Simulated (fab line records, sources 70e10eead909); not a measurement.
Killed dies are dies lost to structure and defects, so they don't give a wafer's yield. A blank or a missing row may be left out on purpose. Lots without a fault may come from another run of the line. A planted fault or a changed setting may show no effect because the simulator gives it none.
fab line records | flow nand_harc
record lots=7 wafers=18 last_day=32
route steps=1302 shown A_WL_FILL@974 A_CONTACT@983 END@1302
lots that met no fault: from a run of the same line without faults
start_h: hours from the record's first day to the start of the lot's first wafer shown | wait_h: hours since the lot's step before | " the same as in the row above | L1.1+2: a row that stands for several wafers | - no value, or no start given | * or withheld: withheld | < > ~ a bound
route shown NAME@n: a module of which the file shows steps, and the number in the route of the first | usual: mean/standard deviation of fault-free wafers | same: alike in all rows | chamber/n: place in a boat | sites: the reading at each site | _std_site: their standard deviation | _edge_site: outer sites' mean less inner sites' | radius_mm: how far each site lies from the wafer's centre | mask NAME#n: copy n | behind: the tool/chamber that last shaped the wafer | hold: why the lot was held/for how many hours/how that ended | device: the transistor (n, p or np) that didn't switch | end of line: the same wafers' tests at the end of the route | a step without rows: its recipe alone | killed: dies lost to structure and defects at the first sort, not the wafer's yield | map: a wafer's dies, x killed, . not, _ none there
set.NAME: the setting as run; set.NAME@STEP: as run at that earlier step | model.NAME: the simulator's own value behind a step, which no gauge read
lots at some steps of the route; a table a step, a row a wafer
services: from which hour (start_h, from the record's first day; less than 0 if before it) a tool's chamber was out of use, for how many hours, and why
## steps
# step NHARC_A_WL_FILL_SRD_14
# step NHARC_A_WL_FILL_ALD_19
# recipe target_thk_a=20 pulse_time_s=3 ald_cycles=100 temp_c=450 material=TiN
# step NHARC_A_WL_FILL_CVD_20
# recipe target_thk_a=1000 temp_c=400 pressure_torr=40 wf6_flow_sccm=40 h2_flow_sccm=1600 ar_flow_sccm=1560 time_s=74 material=W
# step NHARC_A_WL_FILL_CMP_12
# recipe t_overpolish_s=30 target_thk_nm=100
# step NHARC_A_WL_FILL_SRD_31
# step NHARC_A_WL_FILL_INSPECT_15
# usual raw_defect_count=437/110
# columns lot.wafer tool chamber start_h wait_h raw_defect_count
L848.1 defect_inspect-02 - 561.44 0.0 516
L848.2 " - " " 415
L848.4 " - " " 496
L853.1 defect_inspect-02 - 595.09 0.0 415
L853.3 " - " " 360
L852.1 defect_inspect-02 - 603.87 0.0 325
L852.2 " - " " 381
L855.2 defect_inspect-02 - 627.12 0.0 286
L855.5 " - " " 425
L858.1 defect_inspect-02 - 660.35 0.0 527
L858.2 " - " " 406
L858.6 " - " " 461
L863.1 defect_inspect-01 - 692.98 0.0 359
L863.5 " - " " 313
L863.6 " - " " 652
L862.1 defect_inspect-01 - 695.37 0.0 625
L862.3 " - " " 512
L862.6 " - " " 422
# step NHARC_A_CONTACT_DEP_24
# recipe target_thk_a=5000 temp_c=400 pressure_torr=6.5 rf_w=900 teos_flow_sccm=161.4 flow_sccm=2650 target_thk_nm=500 gas=O2 material=SiO2
# step NHARC_A_CONTACT_DEP_28
# recipe target_thk_a=70000 temp_c=400 material=aC
# step NHARC_A_CONTACT_DEP_29
# recipe target_thk_a=1000 target_thk_nm=100 temp_c=400 pressure_torr=3.5 flow_sccm=200 rf_w=350 material=SiON
# usual chamber_pressure_Torr=3.501/0.0081 heater_power_w=777/130
# columns lot.wafer tool chamber start_h wait_h chamber_pressure_Torr heater_power_w
L848.1 pecvd-01 0 571.66 3.5 3.496 872
L848.2 " 1 " " 3.488 792
L848.4 " 2 " " 3.507 569
L853.3 pecvd-03 1 600.71 2.3 3.507 698
L853.1 " 2 " " 3.492 821
L852.2 pecvd-03 1 608.85 2.9 3.494 708
L852.1 " 2 " " 3.499 763
L855.2 pecvd-03 1 632.52 2.9 3.510 648
L855.5 " 1 " " 3.501 644
L858.1 pecvd-02 1 665.37 3.6 3.507 812
L858.2 " 2 " " 3.480 890
L858.6 " 0 " " 3.495 900
L863.1 pecvd-01 0 699.56 3.6 3.512 692
L863.6 " 2 " " 3.505 619
L863.5 " 0 " " 3.499 699
L862.3 pecvd-03 2 702.28 2.1 3.500 754
L862.1 " 0 " " 3.499 1041
L862.6 " 2 " " 3.499 731
# step NHARC_A_CONTACT_DEHYDRATE_32
# recipe temp_c=150 time_s=120
# step NHARC_A_CONTACT_HMDS_33
# recipe time_s=30
# step NHARC_A_CONTACT_COAT_34
# recipe temp_c=260 time_s=75
# step NHARC_A_CONTACT_COAT_35
# recipe temp_c=225 time_s=65
# step NHARC_A_CONTACT_COAT_36
# recipe spin_rpm=1500 resist_thk_nm=90
# step NHARC_A_CONTACT_SOFTBAKE_37
# recipe temp_c=105 time_s=55
# step NHARC_A_CONTACT_EBR_38
# step NHARC_A_CONTACT_EXPOSE_39
# recipe na=1.35 sigma_outer=0.8 dose_mj=58.79 mask_id=A_CC_3
# step NHARC_A_CONTACT_PEB_40
# recipe peb_temp_c=100 peb_time_s=65
# step NHARC_A_CONTACT_DEVELOP_41
# recipe develop_time_s=35 dev_temp_c=23
# step NHARC_A_CONTACT_CD_MEAS_42
# recipe target_cd_nm=300 landing_energy_ev=500
# usual cd_nm=300.1/0.55
# same landing_energy_ev=500
# columns lot.wafer tool chamber start_h wait_h cd_nm
L848.1 cd_sem-03 0 572.25 - 300.3
L848.2 " 0 " " 299.7
L848.4 " 0 " " 299.2
L853.1 cd_sem-03 0 601.40 - 300.0
L853.3 " 0 " " 300.5
L852.1 cd_sem-03 0 609.67 - 300.0
L852.2 " 0 " " 299.0
L855.2 cd_sem-01 0 633.12 - 298.9
L855.5 " 0 " " 299.5
L858.1 cd_sem-03 0 665.97 - 299.8
L858.2 " 0 " " 299.7
L858.6 " 0 " " 299.5
L863.1 cd_sem-01 0 700.11 - 300.3
L863.5 " 0 " " 300.2
L863.6 " 0 " " 300.1
L862.1 cd_sem-01 0 702.87 - 301.5
L862.3 " 0 " " 301.5
L862.6 " 0 " " 301.0
# step NHARC_A_CONTACT_OVL_MEAS_43
# usual overlay_x_nm=-0.2/0.78 overlay_y_nm=0.1/0.72
# columns lot.wafer tool chamber start_h wait_h overlay_x_nm overlay_y_nm
L848.1 overlay-02 - 572.34 - -0.7 -0.1
L848.2 " - " " -0.6 -0.2
L848.4 " - " " -0.5 0.3
L853.1 overlay-01 - 601.49 - -0.8 1.3
L853.3 " - " " -0.7 1.3
L852.1 overlay-02 - 609.76 - 0.9 0.4
L852.2 " - " " 0.4 1.0
L855.2 overlay-01 - 633.20 - -0.1 0.2
L855.5 " - " " 0.6 0.3
L858.1 overlay-01 - 666.06 - -0.7 0.8
L858.2 " - " " -0.4 0.8
L858.6 " - " " -0.4 0.6
L863.1 overlay-02 - 700.20 - -0.5 0.0
L863.5 " - " " -0.5 0.1
L863.6 " - " " -0.8 -0.3
L862.1 overlay-02 - 702.96 - 0.2 -0.9
L862.3 " - " " 0.3 -1.1
L862.6 " - " " 0.1 -0.6
# step NHARC_A_CONTACT_INSPECT_44
# usual raw_defect_count=78/38
# columns lot.wafer tool chamber start_h wait_h raw_defect_count
L848.1 defect_inspect-02 - 572.38 0.0 123
L848.2 " - " " 121
L848.4 " - " " 124
L853.1 defect_inspect-01 - 601.53 0.0 61
L853.3 " - " " 58
L852.1 defect_inspect-02 - 609.79 0.0 41
L852.2 " - " " 36
L855.2 defect_inspect-01 - 633.24 0.0 65
L855.5 " - " " 44
L858.1 defect_inspect-01 - 666.10 0.0 171
L858.2 " - " " 169
L858.6 " - " " 161
L863.1 defect_inspect-01 - 700.23 0.0 99
L863.5 " - " " 79
L863.6 " - " " 106
L862.1 defect_inspect-01 - 702.99 0.0 63
L862.3 " - " " 61
L862.6 " - " " 65
# step NHARC_A_CONTACT_DESCUM_47
# recipe time_s=3 o2_flow_sccm=200 ar_flow_sccm=0 bias_power_w=0 chemistry=O2
# usual drypump_motor_current_A=5.6/0.32 oes_product_au=0.996/0.0077 rf_vpp_V=57.7/0.79 showerhead_plenum_p_Torr=1.91/0.078 throttle_valve_pct=11.311/0.0084
# columns lot.wafer tool chamber start_h wait_h drypump_motor_current_A oes_product_au rf_hours_counter_h rf_vpp_V showerhead_plenum_p_Torr throttle_valve_pct
L848.4 rie_diel-04 3 572.44 0.1 5.8 1.019 6 58.4 1.87 11.317
L848.2 " 0 " " 5.1 0.989 5 56.9 1.85 11.298
L848.1 " 2 " " 5.7 0.987 1 56.9 2.01 11.303
L853.1 rie_diel-06 0 601.62 0.1 5.3 1.010 39 58.2 1.82 11.313
L853.3 " 3 " " 5.3 0.999 37 58.4 1.89 11.300
L852.2 rie_diel-04 2 609.85 0.1 5.7 0.986 8 57.5 2.01 11.318
L852.1 " 1 " " 5.6 1.003 11 57.3 1.83 11.323
L855.2 rie_diel-01 1 633.32 0.1 6.0 0.990 25 57.5 1.91 11.309
L855.5 " 3 " " 6.1 0.996 - 58.1 2.01 11.295
L858.2 rie_diel-04 2 666.16 0.1 5.7 0.983 16 58.2 2.00 11.320
L858.1 " 0 " " 5.1 1.001 22 58.0 1.84 11.299
L858.6 " 2 " " 5.7 0.990 - 58.2 2.00 11.306
L863.1 rie_diel-04 3 700.30 0.1 5.8 0.996 28 57.2 1.86 11.309
L863.6 " 2 " " 5.7 0.996 - 58.4 2.00 11.311
L863.5 " 3 " " 5.8 1.002 - 58.2 1.86 11.313
L862.3 rie_diel-04 0 703.06 0.1 5.1 1.007 29 56.3 1.84 11.312
L862.1 " 1 " " 5.6 0.993 28 56.0 1.82 11.307
L862.6 " 0 " " 5.1 1.002 - 56.4 1.84 11.315
# step NHARC_A_CONTACT_ETCH_48
# recipe target_depth_a=390 over_etch_frac=0.3 time_s=65 ion_energy_ev=80 cf4_flow_sccm=150 ar_flow_sccm=0 rf_w=300 bias_w=100 chemistry=CF4
# usual drypump_motor_current_A=5.6/0.33 oes_product_au=0.996/0.0087 rf_vpp_V=151.2/1.2 showerhead_plenum_p_Torr=1.76/0.068 throttle_valve_pct=13.283/0.0087
# columns lot.wafer tool chamber start_h wait_h drypump_motor_current_A oes_product_au rf_hours_counter_h rf_vpp_V showerhead_plenum_p_Torr throttle_valve_pct
L848.4 rie_diel-04 0 572.52 0.1 5.1 0.977 5 151.6 1.71 13.291
L848.2 " 2 " " 5.7 0.987 1 152.4 1.85 13.271
L848.1 " 3 " " 5.8 1.002 6 150.0 1.73 13.286
L853.1 rie_diel-06 1 601.70 0.1 5.6 0.990 37 153.1 1.90 13.274
L853.3 " 2 " " 6.3 0.998 35 151.6 1.76 13.296
L852.2 rie_diel-04 0 610.11 0.2 5.1 1.004 13 151.1 1.71 13.281
L852.1 " 1 " " 5.6 0.996 11 151.2 1.69 13.271
L855.2 rie_diel-01 1 633.40 0.1 6.0 0.989 25 151.9 1.77 13.293
L855.5 " 3 " " 6.1 0.995 - 152.9 1.85 13.287
L858.1 rie_diel-04 2 666.29 0.1 5.7 0.989 17 152.1 1.85 13.289
L858.2 " 3 " " 5.8 1.007 21 151.8 1.73 13.300
L858.6 " 3 " " 5.8 0.998 - 150.2 1.73 13.294
L863.1 rie_diel-04 3 700.39 0.1 5.8 1.004 28 151.2 1.73 13.285
L863.5 " 2 " " 5.7 0.984 - 150.7 1.84 13.301
L863.6 " 3 " " 5.8 1.005 - 150.0 1.73 13.284
L862.1 rie_diel-04 2 703.14 0.1 5.7 0.995 23 150.8 1.84 13.284
L862.3 " 3 " " 5.8 0.999 29 148.6 1.73 13.285
L862.6 " 3 " " 5.8 1.000 - 151.0 1.73 13.283
# step NHARC_A_CONTACT_ETCH_49
# recipe target_depth_a=2600 over_etch_frac=0.3 time_s=475.3 ion_energy_ev=200 n2_flow_sccm=150 h2_flow_sccm=150 ar_flow_sccm=0 rf_w=400 bias_w=150 chemistry=N2/H2
# usual drypump_motor_current_A=5.6/0.33 oes_product_au=0.995/0.0089 rf_vpp_V=430.1/2.4 showerhead_plenum_p_Torr=2.03/0.085 throttle_valve_pct=14.172/0.0074
# columns lot.wafer tool chamber start_h wait_h drypump_motor_current_A oes_product_au rf_hours_counter_h rf_vpp_V showerhead_plenum_p_Torr throttle_valve_pct
L848.2 rie_diel-04 1 - - 5.6 0.995 4 427.2 1.95 14.181
L848.1 " 2 " " 5.7 0.991 1 433.0 2.14 14.170
L848.4 " 0 " " 5.1 1.007 5 428.4 1.97 14.157
L853.1 rie_diel-06 1 - - 5.6 0.982 37 434.4 2.20 14.172
L853.3 " 3 " " 5.3 0.998 37 429.9 2.01 14.175
L852.1 rie_diel-04 0 - - 5.1 0.989 13 429.0 1.97 14.191
L852.2 " 1 " " 5.6 0.993 11 427.9 1.95 14.175
L855.2 rie_diel-01 1 - - 6.0 0.988 25 431.6 2.04 14.173
L855.5 " 2 " " 5.5 0.981 - 430.5 1.99 14.176
L858.1 rie_diel-04 1 - - 5.7 0.996 20 427.1 1.94 14.180
L858.2 " 3 " " 5.8 0.995 22 429.0 1.99 14.172
L858.6 " 0 " " 5.1 0.989 - 427.4 1.96 14.169
L863.1 rie_diel-04 2 - - 5.7 0.997 22 433.8 2.14 14.169
L863.6 " 1 " " 5.6 0.984 - 427.5 1.94 14.171
L863.5 " 2 " " 5.7 0.986 - 433.0 2.14 14.187
L862.1 rie_diel-04 2 - - 5.7 0.992 23 432.8 2.14 14.184
L862.3 " 3 " " 5.8 1.022 29 427.8 1.99 14.160
L862.6 " 0 " " 5.1 1.011 - 428.1 1.96 14.168
# step NHARC_A_CONTACT_ETCH_50
# recipe target_depth_a=1210 time_s=60.5 cf4_flow_sccm=100 chf3_flow_sccm=30 ar_flow_sccm=0 rf_w=500 bias_w=200 chemistry=CF4/CHF3
# step NHARC_A_CONTACT_ETCH_51
# recipe target_depth_a=70000 over_etch_frac=0.3 time_s=1820 ion_energy_ev=150 o2_flow_sccm=400 cos_flow_sccm=20 ar_flow_sccm=0 rf_w=500 bias_w=300 chemistry=O2/COS
# step NHARC_A_CONTACT_ETCH_111
# recipe source_w=withheld pressure_mtorr=20 bias_v=withheld time_s=140 target_depth_a=7000 ar_flow_sccm=withheld c4f8_flow_sccm=withheld o2_flow_sccm=withheld chemistry=C4F8/O2/Ar
# step NHARC_A_CONTACT_ETCH_112
# recipe source_w=withheld pressure_mtorr=20 bias_v=3000 time_s=190 target_depth_a=18500 ar_flow_sccm=withheld c4f8_flow_sccm=withheld o2_flow_sccm=withheld chemistry=C4F8/O2/Ar
# step NHARC_A_CONTACT_ETCH_113
# recipe source_w=withheld pressure_mtorr=20 bias_v=3000 time_s=190 target_depth_a=18500 ar_flow_sccm=withheld c4f8_flow_sccm=withheld o2_flow_sccm=withheld chemistry=C4F8/O2/Ar
# step NHARC_A_CONTACT_ETCH_114
# recipe source_w=withheld pressure_mtorr=20 bias_v=3000 time_s=190 target_depth_a=18500 ar_flow_sccm=withheld c4f8_flow_sccm=withheld o2_flow_sccm=withheld chemistry=C4F8/O2/Ar
# step NHARC_A_CONTACT_ETCH_115
# recipe source_w=withheld pressure_mtorr=20 bias_v=3000 time_s=190 target_depth_a=18500 ar_flow_sccm=withheld c4f8_flow_sccm=withheld o2_flow_sccm=withheld chemistry=C4F8/O2/Ar
# step NHARC_A_CONTACT_ETCH_116
# recipe source_w=withheld pressure_mtorr=20 bias_v=3000 time_s=190 target_depth_a=18500 ar_flow_sccm=withheld c4f8_flow_sccm=withheld o2_flow_sccm=withheld chemistry=C4F8/O2/Ar
# step NHARC_A_CONTACT_ETCH_117
# recipe source_w=withheld pressure_mtorr=20 bias_v=3000 time_s=190 target_depth_a=18500 ar_flow_sccm=withheld c4f8_flow_sccm=withheld o2_flow_sccm=withheld chemistry=C4F8/O2/Ar
# step NHARC_A_CONTACT_ETCH_118
# recipe source_w=withheld pressure_mtorr=20 bias_v=3000 time_s=190 target_depth_a=18500 ar_flow_sccm=withheld c4f8_flow_sccm=withheld o2_flow_sccm=withheld chemistry=C4F8/O2/Ar
# step NHARC_A_CONTACT_ETCH_119
# recipe source_w=withheld pressure_mtorr=20 bias_v=3000 time_s=190 target_depth_a=18500 ar_flow_sccm=withheld c4f8_flow_sccm=withheld o2_flow_sccm=withheld chemistry=C4F8/O2/Ar
# columns lot.wafer tool chamber start_h wait_h rf_hours_counter_h
L848.2 har_cap_etch-02 1 575.64 0.1 100
L848.1 " 0 " " 100
L848.4 " 0 " " -
L853.1 har_cap_etch-03 0 604.93 0.1 59
L853.3 " 0 " " -
L852.2 har_cap_etch-02 1 614.49 0.2 108
L852.1 " 0 " " 108
L855.2 har_cap_etch-03 0 636.54 0.1 67
L855.5 " 0 " " -
L858.2 har_cap_etch-02 1 669.43 0.1 119
L858.1 " 0 " " 119
L858.6 " 0 " " -
L863.1 har_cap_etch-02 0 703.53 0.1 126
L863.6 " 0 " " -
L863.5 " 1 " " -
L862.1 har_cap_etch-01 1 706.28 0.1 37
L862.3 " 0 " " -
L862.6 " 1 " " -
# step NHARC_A_CONTACT_ETCH_120
# recipe source_w=withheld pressure_mtorr=20 bias_v=3000 time_s=190 target_depth_a=18500 ar_flow_sccm=withheld c4f8_flow_sccm=withheld o2_flow_sccm=withheld chemistry=C4F8/O2/Ar
# columns lot.wafer tool chamber start_h wait_h rf_hours_counter_h
L848.2 har_cap_etch-02 1 575.82 0.1 100
L848.1 " 0 " " 100
L848.4 " 0 " " -
L853.1 har_cap_etch-03 0 605.10 0.1 59
L853.3 " 0 " " -
L852.2 har_cap_etch-02 1 614.72 0.2 108
L852.1 " 0 " " 108
L855.2 har_cap_etch-03 0 636.71 0.1 67
L855.5 " 0 " " -
L858.2 har_cap_etch-02 1 669.60 0.1 119
L858.1 " 0 " " 119
L858.6 " 0 " " -
L863.1 har_cap_etch-02 0 703.70 0.1 126
L863.6 " 0 " " -
L863.5 " 1 " " -
L862.1 har_cap_etch-01 1 706.45 0.1 37
L862.3 " 0 " " -
L862.6 " 1 " " -
# step NHARC_A_CONTACT_ETCH_121
# recipe source_w=withheld pressure_mtorr=20 bias_v=3000 time_s=190 target_depth_a=18500 ar_flow_sccm=withheld c4f8_flow_sccm=withheld o2_flow_sccm=withheld chemistry=C4F8/O2/Ar
# step NHARC_END_SORT_01
# recipe temp_c=25
# usual killed_at_array=55/19 killed_at_other=0.8/1.1 killed_at_periphery=4.0/2.6 killed_dies=60/20 killed_open=3.4/1.7 killed_short=2.6/1.5
# same gross_dies=677
# columns lot.wafer tool chamber start_h wait_h killed_at_array killed_at_other killed_at_periphery killed_dies killed_open killed_short
L848.1 prober-02 0 644.00 2.5 73 3 4 80 3 3
L848.2 prober-02 0 644.81 2.8 76 0 4 80 3 3
L848.4 prober-02 0 646.42 3.4 89 1 5 95 3 3
L853.1 prober-01 0 674.59 2.5 578 1 1 580 3 5
L853.3 prober-01 0 676.19 3.1 48 1 4 53 6 0
L852.1 prober-02 0 682.49 2.5 563 0 3 566 4 1
L855.2 prober-02 0 701.89 2.8 51 0 7 58 3 1
L855.5 prober-02 0 704.27 3.7 555 0 8 563 3 1
# killed by level:class
L848.1 A_CHANNEL_HOLE_D1:chamber_film_flake=35 A_SLIT:chamber_film_flake=21 A_CHANNEL_HOLE_D2:chamber_film_flake=8 THIN_TSV:chamber_film_flake=3 A_CHANNEL_FILL_D2:geometric_particle:open=2 P_M1:chamber_film_flake=2 A_CONTACT:chamber_film_flake=2 P_M1:geometric_particle:open=1
L848.2 A_SLIT:chamber_film_flake=31 A_CHANNEL_HOLE_D1:chamber_film_flake=27 A_CHANNEL_HOLE_D2:chamber_film_flake=6 A_WL_FILL:chamber_film_flake=4 P_M1:chamber_film_flake=3 P_M0:geometric_particle:open=1 A_ONON_D1:geometric_particle:short=1 A_CHANNEL_FILL_D1:geometric_particle:short=1
L848.4 A_SLIT:chamber_film_flake=45 A_CHANNEL_HOLE_D1:chamber_film_flake=21 A_CHANNEL_HOLE_D2:chamber_film_flake=13 P_M1:chamber_film_flake=4 A_WL_FILL:chamber_film_flake=2 A_CONTACT:chamber_film_flake=2 P_CONTACT:geometric_particle:open=1 A_STAIRCASE:chamber_film_flake=1
L853.1 A_CONTACT:area_dep=532 A_SLIT:chamber_film_flake=33 A_CHANNEL_HOLE_D1:chamber_film_flake=3 A_CHANNEL_HOLE_D1:geometric_particle:short=2 A_CHANNEL_FILL_D1:geometric_particle:short=2 A_CONTACT:chamber_film_flake=2 P_CONTACT:geometric_particle:open=1 A_DECK1_JOINT:geometric_particle:open=1
L853.3 A_SLIT:chamber_film_flake=31 A_CHANNEL_HOLE_D1:chamber_film_flake=7 A_CONTACT:chamber_film_flake=3 P_M0:geometric_particle:open=2 A_CHANNEL_FILL_D2:chamber_film_flake=2 A_WL_FILL:geometric_particle:open=1 A_BLC:geometric_particle:open=1 A_M0:geometric_particle:open=1
L852.1 A_CONTACT:area_dep=525 A_CHANNEL_HOLE_D2:chamber_film_flake=11 A_STAIRCASE:chamber_film_flake=6 A_CHANNEL_HOLE_D1:chamber_film_flake=5 A_CONTACT:chamber_film_flake=5 A_SLIT:chamber_film_flake=4 A_M1:chamber_film_flake=3 P_GATE:geometric_particle:open=1
L855.2 A_CHANNEL_HOLE_D2:chamber_film_flake=23 A_CHANNEL_HOLE_D1:chamber_film_flake=14 A_SLIT:chamber_film_flake=4 A_WL_FILL:chamber_film_flake=3 A_CONTACT:chamber_film_flake=3 P_M1:chamber_film_flake=2 P_CONTACT:geometric_particle:open=1 P_M2:geometric_particle:short=1
L855.5 A_CONTACT:area_dep=519 A_CHANNEL_HOLE_D2:chamber_film_flake=18 A_CHANNEL_HOLE_D1:chamber_film_flake=10 A_SLIT:chamber_film_flake=4 P_BONDPAD:chamber_film_flake=3 P_M0:geometric_particle:open=2 A_CONTACT:chamber_film_flake=2 P_CONTACT:geometric_particle:open=1
# map L852.1 (x killed, . not)
____________.____________
_________x..x.x._________
_______..xxxx....._______
______xxxxx..xxxxx.______
_____x.xx.xxx.x..x.x_____
____..xx.xxxxxx.xxxx.____
____xxxxxxxxxxxxx.xx.____
___.xxxxxxxxxxxxxxxx.x___
___.xxxxxxxxxxxxxxxx..___
__..xxxxxxxxxxx.xxxx...__
__.xxxxxxxxxxxxxxxxx.x.__
_.xxxxxxxxxxxxxxxxxxxxxx_
_xxxxxxxxxxxxxxxxxxxxx.._
_xxxxxxxxxxxxxxxxxxx..x._
_x.xxxxxxxxxxxxxxxx.xxx._
_x.xxxxxxxxxxxxxxxxxxxx._
xxxxxxxxxxxxxxxxxxxxxx...
xxxxxxxxxxxxxxxxxxxxxx...
xxxxxxxxxxxxxxxxxxxxxxxx.
.xxxxxxxxxxxxxxxxxxxxxx.x
xxxxxxxxxxxxxxxxxxx..xx..
_xxxxxxxxxxxxxxxxxxxxxx._
_xxxxxxxxxxxxxxxxxxx.x.._
_xx.xxxxxxxxxxxxxxxxxx.._
_xxxxxxxxxxxxxxxxx..x..._
_xxxxxxxxxxxxxxxxx.xxx.._
__x..xxxxxxxxxxxxx.xxx.__
__..xxxxxxxxxxxxxxxxx.x__
___xxxxxxxxxxxxxxxxx..___
___xxxxxx.xxxxxxxxx...___
____xxxxxxxxxxxxxxxxx____
____xxxxxxxxxxxxxx...____
_____x.xxxxxxxxxx..._____
______xx.xxxx.xx..x______
_______..xx..xxx.x_______
_________xxxxxxx_________
____________.____________
# map L853.1 (x killed, . not)
____________x____________
_________.xxx..._________
_______xxx.xxxxxx._______
______xxxxxxx..xxxx______
_____xxxx.xxxxxxxxxx_____
____xx.xxxxxxxxxxxxxx____
____xxxxx.xxxxxxxxxxx____
___.xxxxxxxxxxxxx.xxxx___
___xxxxxxxxxxxxxxxxxxx___
__xxxxxxxxx.xxxxxx.x.xx__
__xxxx..xxxxxxxxxxxxxxx__
_xxxxxxxxxxxxxxxxxx.xxxx_
_xxxx.xxxxxxxxxxxxxxxxxx_
_.xxxxx.xxxxx.xxx.xx.xx._
_.xxxxxxxxxxxxxxxxxxxxxx_
_xxxxxxxx.xxxxx.xxxx.x.x_
xxxxxxxxxxxxxxxxxxxxxxx..
xxx.xxxxxxxxxx.xxxx.xx.xx
xxxxxxxxxxxxxxxxx.x.xxxxx
xxxxxxxxxxxxxxxx.xxxxxx.x
xxxxxxxxxxxxxxxxxxxx.xx.x
_x.xxxxxx..xxxxxxxxxx.xx_
_xxxx.xxxx.xxxxxxxxxxxxx_
_xxxxxx.xxxxxxxxxxxxxxxx_
_.xxxxxxxxxxx.xxx.xxxxxx_
_xx.xxxxxxxxxxxxxxxxxxxx_
__xxxxxxxxxxxxxxxxxx.xx__
__.xxxxxx.xxxx.x.xxxxxx__
___xxxxxxxxxxxxxxx..xx___
___x..xx.xx.xxxx.x..x.___
____xxxxxxxxxx...xxxx____
____xxx....xxxx.x.xxx____
_____xxxxxxx..xx...x_____
______.x.x.xxxx.xxx______
_______......x.xx._______
_________x.xxxx._________
____________x____________
## services
# columns tool chamber start_h hours kind
pecvd-03 - 552.00 0.6 repair
rie_diel-04 2 553.89 3.6 repair
rie_diel-04 2 557.75 13.7 repair
rie_diel-01 - 557.82 9.0 pm
rie_diel-04 1 565.42 2.6 repair
rie_diel-04 0 565.46 - clean
rie_diel-04 3 565.46 - clean
rie_diel-06 - 588.48 2.4 repair
rie_diel-04 0 589.96 - clean
rie_diel-04 1 589.96 - clean
rie_diel-04 2 589.96 - clean
rie_diel-04 3 589.96 - clean
pecvd-02 - 590.62 13.0 pm
rie_diel-04 1 591.59 3.2 repair
rie_diel-04 0 614.46 - clean
rie_diel-04 1 614.46 - clean
rie_diel-01 0 636.26 1.2 repair
rie_diel-06 1 641.37 7.3 repair
pecvd-01 2 653.45 14.0 repair
rie_diel-06 - 661.70 9.0 pm
rie_diel-01 3 664.64 4.5 repair
pecvd-01 - 673.45 13.0 pm
pecvd-03 2 674.02 5.4 repair
pecvd-02 0 674.74 9.3 repair
## key
first_sign step=NHARC_END_SORT_01 reading=killed_at_array direction=up sigmas=26 usual=55 struck=565
effect step=NHARC_END_SORT_01 reading=killed_dies direction=up sigmas=26 usual=60 struck=570
more_kills_born_at NHARC_A_CONTACT_DEP_29@pecvd-03=1576
met_at NHARC_A_CONTACT_DEP_29
struck_wafers L852.1,L853.1,L855.5
later_rows_left_out L852.1,L853.1,L855.5
tester_left_out L852,L853,L855
fault kind=process_parameter_drift tool=pecvd-03 chamber=- onset_h=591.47 steps=NHARC_A_CONTACT_DEP_29 channel=target_thk_a offset=* shape=step end_h=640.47 scope=struck_wafers_only acts_in=* stated=*
# tester_left_out: of these lots the tester's yield and bins aren't shown, on N5 and GAA mostly nor the transistor test; their killed dies are dies lost to structure and defects alone, not to doping, threshold or leakage, so they don't give the yield
# later_rows_left_out: the simulator's readings of these wafers behind a module that went badly wrong aren't trusted and aren't shown, but for the sort
